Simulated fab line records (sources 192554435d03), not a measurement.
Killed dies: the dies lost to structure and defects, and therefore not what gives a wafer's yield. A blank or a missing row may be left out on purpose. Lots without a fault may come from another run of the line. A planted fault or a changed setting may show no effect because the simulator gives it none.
fab line records ; flow n5-finfet ; part 1 of 2: steps 1 to 7 of 8
[record] lots = 9; wafers = 25; last-day = 18
route steps=1938 shown FIN_SAQP@126 STI_FIN_REVEAL@207 BEOL_M4@1111 PASSIVATION@1936
lots that met no fault: from a run of the same line without faults
start-h: hours from the record's opening day to when the first of the lot's shown wafers began ; wait-h: hours from the lot's prior step to this one ; " unchanged from the row above ; L1.1+2: several wafers, shown together as one row ; - either no value or no given start ; * or withheld: withheld ; < > ~ a bound
route shown NAME@n: a module of which the file shows steps, and the number in the route of the first ; usual: mean and standard deviation over wafers with no fault ; same: alike in all rows ; chamber/n: place in a boat ; sites: per-site readings ; _std_site: how widely they spread, as a standard deviation ; _edge_site: outer sites' mean less inner sites' ; radius-mm: how far each site lies from the wafer's centre ; mask NAME#n: copy n ; behind: the last tool/chamber to shape the wafer ; hold: why the lot went on hold/how many hours it stayed there/how the hold came to an end ; device: whichever transistor did not switch (one of n, p or np) ; end of line: the route-end tests of the same wafers ; a step given without rows: its recipe and nothing more ; killed: dies that structure and defects cost at the first sort, which is not the same as the wafer's yield ; map: per-die view of a wafer (x killed, . not killed, _ where there is no die)
set.NAME: the setting as run; set.NAME@STEP: as run at that earlier step ; model.NAME: the simulator's own value behind a step, which no gauge read
one table for each step of the route and one row for each wafer, over a sample of lots
services: from which hour (start-h, from the record's first day; less than 0 if before it) a tool's chamber was out of use, for how many hours, and why
[[steps]]
[step N5_FIN_SAQP_SPACER1_ETCHBACK_25]
[recipe] chemistry = CHF3/O2; mode = anisotropic-etchback; target = SiO2; target-depth-a = 244; time-s = 12.2; pressure-mtorr = 30; source-w = 650; bias-w = 170; Ar_flow_sccm = 200; CHF3_flow_sccm = 50; O2_flow_sccm = 5; ion-energy-ev = 200
[usual] CHF3_flow_sccm = 50.00/0.15; drypump-motor-current-A = 5.5/0.51; oes-product-au = 0.78/0.097; rf-vpp-V = 528/9.4; showerhead-plenum-p-Torr = 2.39/0.078; throttle-valve-pct = 18.90/0.29
lot.wafer;tool;chamber;start-h;wait-h;CHF3_flow_sccm;drypump-motor-current-A;oes-product-au;rf-hours-counter-h;rf-vpp-V;showerhead-plenum-p-Torr;throttle-valve-pct
L156.1;rie-diel-02;1;30.86;0.4;49.91;6.4;0.71;204;524;2.38;18.56
L156.4;rie-diel-02;3;30.86;0.4;50.21;5.3;0.72;229;528;2.29;19.02
L156.6;rie-diel-02;3;30.86;0.4;50.03;5.3;0.72;-;528;2.29;19.02
L157.2;rie-diel-03;2;36.65;0.4;50.22;5.9;0.74;168;550;2.39;18.80
L157.3;rie-diel-03;0;36.65;0.4;49.81;6.1;0.67;242;538;2.38;19.45
L157.5;rie-diel-03;3;36.65;0.4;50.08;5.2;0.78;-;520;2.53;18.85
L158.2;rie-diel-02;3;42.11;0.4;50.28;5.3;0.71;232;526;2.29;19.03
L158.4;rie-diel-02;1;42.11;0.4;50.12;6.4;0.71;208;526;2.38;18.57
L158.5;rie-diel-02;0;42.11;0.4;50.03;5.1;0.74;-;524;2.32;19.38
L161.5;rie-diel-04;2;63.05;0.1;50.00;5.1;0.72;-;525;2.38;18.98
L161.6;rie-diel-04;1;63.05;0.1;49.78;6.0;0.77;-;539;2.51;19.25
L170.1;rie-diel-02;2;115.15;0.4;50.04;5.1;0.88;35;516;2.35;18.66
L170.2;rie-diel-02;3;115.15;0.4;49.90;5.3;0.99;4;536;2.57;18.65
L170.3;rie-diel-02;0;115.15;0.4;49.96;5.1;0.72;194;524;2.31;19.41
L172.1;rie-diel-02;2;125.64;0.4;50.13;5.1;0.88;40;518;2.35;18.67
L172.2;rie-diel-02;1;125.64;0.4;50.02;6.4;0.68;236;522;2.37;18.62
L172.6;rie-diel-02;1;125.64;0.4;49.85;6.4;0.68;-;524;2.37;18.61
L176.2;rie-diel-02;2;149.18;0.4;49.99;5.1;0.86;48;516;2.34;18.68
L176.3;rie-diel-02;0;149.18;0.4;50.05;5.1;0.72;205;524;2.30;19.44
L176.6;rie-diel-02;2;149.18;0.4;50.29;5.1;0.86;-;516;2.34;18.66
L177.1;rie-diel-03;2;156.52;0.5;49.88;5.9;0.72;211;548;2.38;18.88
L177.4;rie-diel-03;0;156.52;0.5;49.87;6.1;0.90;26;540;2.36;19.10
L177.6;rie-diel-03;2;156.52;0.5;50.00;5.9;0.71;-;548;2.38;18.89
L178.1;rie-diel-04;1;162.37;0.4;50.18;6.0;0.74;190;540;2.50;19.31
L178.4;rie-diel-04;1;162.37;0.4;49.89;6.0;0.72;-;540;2.50;19.32
[step N5_FIN_SAQP_STRIP_70]
[recipe] chemistry = N2/H2; power-w = 500; temp-c = 40; pressure-mtorr = 50; rf-frequency-hz = 6e+07; overash-fraction = 0.3; bias-power-w = 28; h2-frac = 0.5; n2-flow-sccm = 300; h2-flow-sccm = 300
[usual] drypump-motor-current-A = 5.6/0.47; n2-flow-sccm = 300.0/0.85; oes-product-au = 0.78/0.091; rf-vpp-V = 121.8/0.95; showerhead-plenum-p-Torr = 3.35/0.1; throttle-valve-pct = 18.9/0.4
lot.wafer;tool;chamber;start-h;wait-h;drypump-motor-current-A;n2-flow-sccm;oes-product-au;rf-hours-counter-h;rf-vpp-V;showerhead-plenum-p-Torr;throttle-valve-pct
L156.1;rie-diel-04;1;31.88;0.0;6.0;299.8;0.77;143;124.4;3.49;19.3
L156.4;rie-diel-04;0;31.88;0.0;5.0;300.5;0.72;201;121.2;3.37;19.6
L156.6;rie-diel-04;2;31.88;0.0;5.1;301.0;0.73;-;121.2;3.33;18.9
L157.2;rie-diel-03;3;37.67;0.0;5.2;298.9;0.79;93;123.4;3.54;18.9
L157.3;rie-diel-03;0;37.67;0.0;6.1;300.4;0.67;242;123.7;3.31;19.4
L157.5;rie-diel-03;0;37.67;0.0;6.1;300.2;0.68;-;122.1;3.31;19.4
L158.2;rie-diel-03;2;43.15;0.0;5.9;300.7;0.74;169;122.2;3.35;19.2
L158.4;rie-diel-03;0;43.15;0.0;6.1;299.8;0.68;244;120.6;3.31;19.4
L158.5;rie-diel-03;2;43.15;0.0;5.8;301.2;0.74;-;122.3;3.35;19.2
L161.5;rie-diel-03;3;64.06;0.0;5.2;299.8;0.78;-;121.8;3.54;18.9
L161.6;rie-diel-03;2;64.06;0.0;5.9;300.5;0.74;-;123.0;3.35;19.2
L170.1;rie-diel-04;1;116.76;0.0;6.0;298.8;0.76;171;122.8;3.48;19.3
L170.2;rie-diel-04;3;116.76;0.0;6.2;300.8;0.70;239;121.5;3.31;18.6
L170.3;rie-diel-04;2;116.76;0.0;5.1;301.5;0.72;242;121.7;3.31;19.0
L172.1;rie-diel-04;1;126.99;0.0;6.1;299.7;0.75;176;121.4;3.47;19.4
L172.2;rie-diel-04;3;126.99;0.0;6.2;300.5;0.69;243;121.0;3.31;18.7
L172.6;rie-diel-04;1;126.99;0.0;6.0;301.2;0.75;-;122.8;3.47;19.3
L176.2;rie-diel-02;3;150.47;0.0;5.3;300.6;0.96;17;122.7;3.55;18.3
L176.3;rie-diel-02;0;150.47;0.0;5.1;298.3;0.70;206;122.0;3.19;19.0
L176.6;rie-diel-02;2;150.47;0.0;5.1;301.1;0.87;-;120.4;3.30;18.9
L177.1;rie-diel-02;0;157.53;0.0;5.1;300.2;0.71;210;119.2;3.18;19.0
L177.4;rie-diel-02;2;157.53;0.0;5.1;299.6;0.86;51;122.0;3.29;18.9
L177.6;rie-diel-02;3;157.53;0.0;5.3;300.6;0.94;-;123.0;3.55;18.3
L178.1;rie-diel-04;0;163.60;0.0;5.0;298.0;0.68;252;121.3;3.34;19.7
L178.4;rie-diel-04;3;163.60;0.0;6.2;300.1;0.68;-;121.3;3.30;18.7
[step N5_FIN_SAQP_RECESS_71]
[recipe] chemistry = HF/NH3; target = SiO2; target-depth-a = 30; afs-cycles = 1; temp-c = 30; sublimation-temp-c = 180; sublimation-time-s = 60
[usual] drypump-motor-current-A = 5.7/0.73
[same] afs-cycles = 1
lot.wafer;tool;chamber;start-h;wait-h;drypump-motor-current-A
L156.1;vapor-etch-01;1;31.94;0.0;6.5
L156.4;vapor-etch-01;1;31.94;0.0;6.4
L156.6;vapor-etch-01;0;31.94;0.0;5.0
L157.2;vapor-etch-01;1;37.73;0.0;6.5
L157.3;vapor-etch-01;0;37.73;0.0;5.0
L157.5;vapor-etch-01;0;37.73;0.0;5.0
L158.2;vapor-etch-02;0;43.28;0.1;4.8
L158.4;vapor-etch-02;1;43.28;0.1;6.3
L158.5;vapor-etch-02;0;43.28;0.1;4.8
L161.5;vapor-etch-01;0;64.18;0.1;5.0
L161.6;vapor-etch-01;1;64.18;0.1;6.5
L170.1;vapor-etch-01;1;116.82;0.0;6.5
L170.2;vapor-etch-01;1;116.82;0.0;6.4
L170.3;vapor-etch-01;1;116.82;0.0;6.5
L172.1;vapor-etch-02;0;127.05;0.0;4.8
L172.2;vapor-etch-02;1;127.05;0.0;6.3
L172.6;vapor-etch-02;0;127.05;0.0;4.8
L176.2;vapor-etch-01;0;150.53;0.0;5.0
L176.3;vapor-etch-01;1;150.53;0.0;6.4
L176.6;vapor-etch-01;1;150.53;0.0;6.4
L177.1;vapor-etch-02;1;157.59;0.0;6.3
L177.4;vapor-etch-02;0;157.59;0.0;4.8
L177.6;vapor-etch-02;1;157.59;0.0;6.3
L178.1;vapor-etch-02;1;163.66;0.0;6.3
L178.4;vapor-etch-02;1;163.66;0.0;6.3
[step N5_FIN_SAQP_SPACER2_ALD_28]
[recipe] material = SiO2; target-thk-a = 81; temp-c = 300; ald-precursor-family = BDEAS; ald-co-reactant = O2-plasma; pulse-time-s = 1; purge-time-s = 2; co-reactant-purge-time-s = 2; pressure-torr = 2
[usual] heater-power-w = 483/64; precursor-pulse-height-rel = 1.000/0.021; susceptor-temp-C = 299.99/0.2
[same] co-reactant-purge-time-s = 2
lot.wafer;tool;chamber;start-h;wait-h;heater-power-w;precursor-pulse-height-rel;susceptor-temp-C
L156.1;ald-sin-01;0;32.08;0.1;452;0.995;299.90
L156.4;ald-sin-01;2;32.08;0.1;580;1.012;300.27
L156.6;ald-sin-01;2;32.08;0.1;590;0.970;300.62
L157.2;ald-sin-01;0;37.90;0.1;459;1.034;299.72
L157.3;ald-sin-01;2;37.90;0.1;599;1.018;299.84
L157.5;ald-sin-01;1;37.90;0.1;528;0.997;299.68
L158.2;ald-sin-01;2;43.43;0.1;582;1.005;299.96
L158.4;ald-sin-01;0;43.43;0.1;447;1.012;300.00
L158.5;ald-sin-01;1;43.43;0.1;544;0.976;300.41
L161.5;ald-sin-02;1;64.39;0.2;530;0.987;299.65
L161.6;ald-sin-02;0;64.39;0.2;387;0.986;299.50
L170.1;ald-sin-01;2;117.08;0.2;503;0.953;279.43
L170.2;ald-sin-01;3;117.08;0.2;375;1.001;279.11
L170.3;ald-sin-01;0;117.08;0.2;401;0.993;278.91
L172.1;ald-sin-01;1;127.23;0.1;433;0.978;279.09
L172.2;ald-sin-01;3;127.23;0.1;385;0.998;278.89
L172.6;ald-sin-01;0;127.23;0.1;407;1.039;279.06
L176.2;ald-sin-03;2;150.68;0.1;431;1.020;299.98
L176.3;ald-sin-03;0;150.68;0.1;508;0.986;299.86
L176.6;ald-sin-03;3;150.68;0.1;606;0.967;299.70
L177.1;ald-sin-02;3;157.74;0.1;458;1.037;300.16
L177.4;ald-sin-02;0;157.74;0.1;388;1.008;299.70
L177.6;ald-sin-02;0;157.74;0.1;377;0.957;299.99
L178.1;ald-sin-02;3;163.89;0.2;462;0.965;299.79
L178.4;ald-sin-02;0;163.89;0.2;385;1.011;299.91
[step N5_FIN_SAQP_CD_MEAS_31]
[recipe] target-cd-nm = 8; landing-energy-ev = 1000; detector = se-inlens; polarity = line
[usual] cd-nm = 8.10/0.22
lot.wafer;tool;chamber;start-h;wait-h;cd-nm
L156.1;cd-sem-02;0;32.60;0.1;8.11
L156.4;cd-sem-02;0;32.60;0.1;8.29
L156.6;cd-sem-02;0;32.60;0.1;8.03
L157.2;cd-sem-02;0;38.43;0.1;8.06
L157.3;cd-sem-02;0;38.43;0.1;8.24
L157.5;cd-sem-02;0;38.43;0.1;8.22
L158.2;cd-sem-03;0;44.19;0.1;7.66
L158.4;cd-sem-03;0;44.19;0.1;8.32
L158.5;cd-sem-03;0;44.19;0.1;8.59
L161.5;cd-sem-02;0;64.78;0.0;8.11
L161.6;cd-sem-02;0;64.78;0.0;8.36
L170.1;cd-sem-01;0;117.63;0.1;9.10
L170.2;cd-sem-01;0;117.63;0.1;8.80
L170.3;cd-sem-01;0;117.63;0.1;8.78
L172.1;cd-sem-01;0;127.78;0.1;8.72
L172.2;cd-sem-01;0;127.78;0.1;8.61
L172.6;cd-sem-01;0;127.78;0.1;8.67
L176.2;cd-sem-01;0;151.29;0.1;7.96
L176.3;cd-sem-01;0;151.29;0.1;7.85
L176.6;cd-sem-01;0;151.29;0.1;8.39
L177.1;cd-sem-01;0;158.26;0.1;8.31
L177.4;cd-sem-01;0;158.26;0.1;7.88
L177.6;cd-sem-01;0;158.26;0.1;7.92
L178.1;cd-sem-03;0;164.41;0.1;8.27
L178.4;cd-sem-03;0;164.41;0.1;8.09
[step N5_STI_FIN_REVEAL_CD_MEAS_22]
[recipe] target-cd-nm = 6.238; pitch-nm = 28; polarity = line
[usual] cd-nm = 6.20/0.28
lot.wafer;tool;chamber;start-h;wait-h;cd-nm
L156.1;cd-sem-02;-;44.37;0.0;6.00
L156.4;cd-sem-02;-;44.37;0.0;6.65
L156.6;cd-sem-02;-;44.37;0.0;6.38
L157.2;cd-sem-02;-;48.93;0.0;6.00
L157.3;cd-sem-02;-;48.93;0.0;6.24
L157.5;cd-sem-02;-;48.93;0.0;5.89
L158.2;cd-sem-02;-;55.39;0.0;6.17
L158.4;cd-sem-02;-;55.39;0.0;6.32
L158.5;cd-sem-02;-;55.39;0.0;6.50
L161.5;cd-sem-02;-;75.88;0.0;6.24
L161.6;cd-sem-02;-;75.88;0.0;6.38
L170.1;cd-sem-01;-;128.29;0.0;7.07
L170.2;cd-sem-01;-;128.29;0.0;7.12
L170.3;cd-sem-01;-;128.29;0.0;6.80
L172.1;cd-sem-01;-;138.86;0.0;6.83
L172.2;cd-sem-01;-;138.86;0.0;6.87
L172.6;cd-sem-01;-;138.86;0.0;7.33
L176.2;cd-sem-01;-;162.23;0.0;6.00
L176.3;cd-sem-01;-;162.23;0.0;5.95
L176.6;cd-sem-01;-;162.23;0.0;5.90
L177.1;cd-sem-01;-;169.73;0.0;5.99
L177.4;cd-sem-01;-;169.73;0.0;6.56
L177.6;cd-sem-01;-;169.73;0.0;6.08
L178.1;cd-sem-03;-;175.20;0.0;6.08
L178.4;cd-sem-03;-;175.20;0.0;6.20
[step N5_BEOL_M4_RC_MEAS_101]
[usual] DIBL_N = 35.8/1.5; DIBL_P = 35.9/1.8; IOFF_N = 0.152/0.025; IOFF_N_85C = 3.0/0.42; IOFF_N_LIN = 0.071/0.0099; IOFF_P = 0.21/0.031; IOFF_P_85C = 3.6/0.46; IOFF_P_LIN = 0.099/0.012; ION_N = 672/11; ION_P = 462/7.4; SS_N = 71.5/0.52; SS_P = 73.2/0.54; VT_N = 250/3; VT_N_LVT = 99/3.1; VT_P = -250/3.3
lot.wafer;tool;chamber;start-h;wait-h;DIBL_N[mV/V];DIBL_P[mV/V];IOFF_N[nA/um];IOFF_N_85C[nA/um];IOFF_N_LIN[nA/um];IOFF_P[nA/um];IOFF_P_85C[nA/um];IOFF_P_LIN[nA/um];ION_N[uA/um];ION_P[uA/um];SS_N[mV/dec];SS_P[mV/dec];VT_N[mV];VT_N_LVT[mV];VT_P[mV]
L156.1;prober-01;0;166.18;0.0;35.7;36.5;0.146;2.9;0.068;0.19;3.2;0.088;670;454;72.9;72.9;251;100;-253
L156.4;prober-01;0;166.18;0.0;38.0;38.4;0.192;3.6;0.082;0.21;3.6;0.097;672;457;73.0;73.7;250;97;-249
L156.6;prober-01;0;166.18;0.0;37.1;37.1;0.176;3.3;0.077;0.20;3.4;0.094;682;455;72.7;73.0;251;97;-249
L158.2;prober-01;0;178.69;0.2;34.4;31.2;0.096;2.0;0.048;0.13;2.5;0.069;655;449;70.5;72.3;261;108;-260
L158.4;prober-01;0;178.69;0.2;37.0;34.5;0.137;2.7;0.064;0.18;3.2;0.084;672;458;71.1;73.2;253;104;-254
L158.5;prober-01;0;178.69;0.2;36.8;34.3;0.137;2.8;0.064;0.18;3.1;0.085;669;458;71.2;73.1;251;102;-255
L157.2;prober-02;0;178.93;0.2;37.5;36.4;0.161;3.2;0.074;0.23;4.0;0.111;675;467;71.4;73.3;249;100;-247
L157.3;prober-02;0;178.93;0.2;38.5;38.3;0.195;3.7;0.089;0.27;4.7;0.127;690;474;72.0;73.9;244;96;-245
L157.5;prober-02;0;178.93;0.2;35.5;34.8;0.131;2.6;0.064;0.20;3.7;0.102;665;465;71.7;73.3;251;102;-248
L161.5;prober-02;0;219.01;0.6;36.8;38.6;0.155;3.0;0.074;0.19;3.4;0.091;678;459;71.0;73.4;252;99;-252
L161.6;prober-02;0;219.01;0.6;37.5;38.5;0.170;3.3;0.076;0.20;3.5;0.094;676;463;70.9;73.9;251;98;-254
L170.1;prober-02;0;261.63;0.0;39.1;41.6;0.245;4.5;0.110;0.31;5.0;0.132;705;475;72.4;74.7;241;91;-246
L170.2;prober-02;0;261.63;0.0;42.8;45.4;0.354;6.0;0.145;0.41;6.3;0.160;717;490;73.1;75.3;236;88;-241
L170.3;prober-02;0;261.63;0.0;39.3;41.0;0.232;4.3;0.102;0.30;4.9;0.129;687;470;72.3;74.1;241;92;-245
L172.1;prober-01;0;284.90;0.0;38.4;41.1;0.276;5.0;0.123;0.31;5.0;0.137;701;470;72.5;74.5;238;88;-244
L172.2;prober-01;0;284.90;0.0;40.2;43.1;0.320;5.6;0.139;0.37;5.7;0.152;722;484;72.1;75.1;236;85;-244
L172.6;prober-01;0;284.90;0.0;38.9;42.0;0.303;5.3;0.135;0.34;5.4;0.146;731;486;71.8;74.8;237;84;-244
L176.2;prober-02;0;300.52;0.2;33.7;34.6;0.135;2.7;0.065;0.20;3.5;0.098;662;465;71.3;72.6;251;99;-249
L176.3;prober-02;0;300.52;0.2;33.9;34.2;0.133;2.6;0.063;0.19;3.4;0.095;664;455;71.8;73.0;253;101;-251
L176.6;prober-02;0;300.52;0.2;34.5;34.7;0.145;2.8;0.064;0.20;3.5;0.097;653;455;71.4;73.2;254;99;-252
L177.1;prober-01;0;303.34;0.0;36.0;35.4;0.146;2.9;0.072;0.22;3.7;0.108;676;467;71.5;73.1;251;102;-249
L177.4;prober-01;0;303.34;0.0;35.9;35.9;0.154;3.0;0.076;0.23;3.9;0.113;678;466;71.8;73.0;246;101;-248
L177.6;prober-01;0;303.34;0.0;35.4;35.1;0.144;2.9;0.072;0.21;3.6;0.106;693;468;71.3;72.4;251;102;-248
L178.1;prober-02;0;321.00;0.0;35.6;35.7;0.151;3.0;0.069;0.21;3.5;0.098;666;465;71.9;73.4;251;100;-251
L178.4;prober-02;0;321.00;0.0;35.0;34.9;0.137;2.8;0.065;0.19;3.3;0.093;675;472;71.3;72.8;256;103;-253
[[key]]
[first-sign] step = N5_FIN_SAQP_SPACER2_ALD_28; reading = susceptor-temp-C; direction = down; sigmas = 99+; usual = *; struck = *
[effect] step = N5_FIN_SAQP_CD_MEAS_31; reading = cd-nm; direction = up; sigmas = 3.1; usual = 8.10; struck = 8.78
[effect] step = N5_STI_FIN_REVEAL_CD_MEAS_22; reading = cd-nm; direction = up; sigmas = 2.8; usual = 6.20; struck = 7.00
[effect] step = N5_BEOL_M4_RC_MEAS_101; reading = IOFF_N_LIN; direction = up; sigmas = 5.5; usual = 0.071; struck = 0.126
[effect] step = N5_BEOL_M4_RC_MEAS_101; reading = IOFF_N; direction = up; sigmas = 5.4; usual = 0.152; struck = 0.288
[effect] step = N5_BEOL_M4_RC_MEAS_101; reading = IOFF_N_85C; direction = up; sigmas = 5.1; usual = 3.0; struck = 5.1
[effect] step = N5_BEOL_M4_RC_MEAS_101; reading = IOFF_P; direction = up; sigmas = 4.3; usual = 0.21; struck = 0.34
[effect] step = N5_BEOL_M4_RC_MEAS_101; reading = VT_N; direction = down; sigmas = 4; usual = 250; struck = 238
[effect] step = N5_BEOL_M4_RC_MEAS_101; reading = IOFF_P_85C; direction = up; sigmas = 4; usual = 3.6; struck = 5.4
[effect] step = N5_BEOL_M4_RC_MEAS_101; reading = VT_N_LVT; direction = down; sigmas = 3.7; usual = 99; struck = 88
[effect] step = N5_BEOL_M4_RC_MEAS_101; reading = DIBL_P; direction = up; sigmas = 3.6; usual = 35.9; struck = 42.4
[effect] step = N5_BEOL_M4_RC_MEAS_101; reading = IOFF_P_LIN; direction = up; sigmas = 3.5; usual = 0.099; struck = 0.143
[effect] step = N5_BEOL_M4_RC_MEAS_101; reading = ION_N; direction = up; sigmas = 3.5; usual = 672; struck = 711
[effect] step = N5_BEOL_M4_RC_MEAS_101; reading = SS_P; direction = up; sigmas = 2.9; usual = 73.2; struck = 74.8
[effect] step = N5_BEOL_M4_RC_MEAS_101; reading = DIBL_N; direction = up; sigmas = 2.7; usual = 35.8; struck = 39.8
[effect] step = N5_PASSIVATION_PROBE_49; reading = sort_bin_4_leakage; direction = up; sigmas = 13; usual = 0; struck = 1.13; wafers-moved = 3
met-at N5_FIN_SAQP_SPACER2_ALD_28
struck-lots L170,L172
not-acting-at N5_FIN_SAQP_SPACER1_ETCHBACK_25,N5_FIN_SAQP_STRIP_70,N5_FIN_SAQP_RECESS_71
onset-between 43.43 117.08
[fault] kind = process-parameter-drift; tool = ald-sin-01; chamber = -; onset-h = 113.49; steps = N5_FIN_SAQP_SPACER2_ALD_28; channel = temp-c; offset = *; shape = step; end-h = 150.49; acts-in = *; stated = *
